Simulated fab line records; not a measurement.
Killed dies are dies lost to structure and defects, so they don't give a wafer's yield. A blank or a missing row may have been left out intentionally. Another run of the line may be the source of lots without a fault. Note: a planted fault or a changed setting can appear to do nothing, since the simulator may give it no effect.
Chamber matching | flow nand harc | 4 sister chambers for NHARC_A_BLC_STRIP_21 on rie diel-07
The step strips in O2. 4 wafers are shown with their chamber, then 10 later ones without.

== EACH WAFER AND ITS CHAMBER ==
wafer  | chamber | showerhead plenum p Torr (Torr)
L081.2 | 1       | 3.27
L086.6 | 3       | 3.53
L080.2 | 2       | 3.39
L080.3 | 0       | 3.30

== WAFERS WITH NO CHAMBER GIVEN ==
wafer  | showerhead plenum p Torr (Torr)
L080.4 | 3.27
L090.2 | 3.27
L090.5 | 3.27
L090.6 | 3.38
L094.2 | 3.27
L094.4 | 3.38
L094.5 | 3.27
L096.3 | 3.27
L096.5 | 3.30
L096.6 | 3.52

== WHICH CHAMBER EACH ONE RAN IN ==
wafer  | from the rows above | in truth
L080.4 | 1                   | 1
L090.2 | 1                   | 1
L090.5 | 1                   | 1
L090.6 | 2                   | 2
L094.2 | 1                   | 1
L094.4 | 2                   | 2
L094.5 | 1                   | 1
L096.3 | 1                   | 1
L096.5 | 0                   | 0
L096.6 | 3                   | 3
Correctly placed: 10 of 10. From these rows, 0 cannot be placed. Number placed wrongly: 0.
How it was worked out, from the rows above alone: a wafer's distance from a chamber is the root of the sum, over the readings, of the square of ((its reading less the chamber's mean) divided by the reading's scatter). The wafer belongs to the nearest chamber; if the next one is less than 2 further off, it can't be placed. A chamber's mean is the mean of its shown wafers. The scatter: with one shown wafer a chamber, the root of the mean of the squares of how far each hidden wafer lies from its nearest shown one.
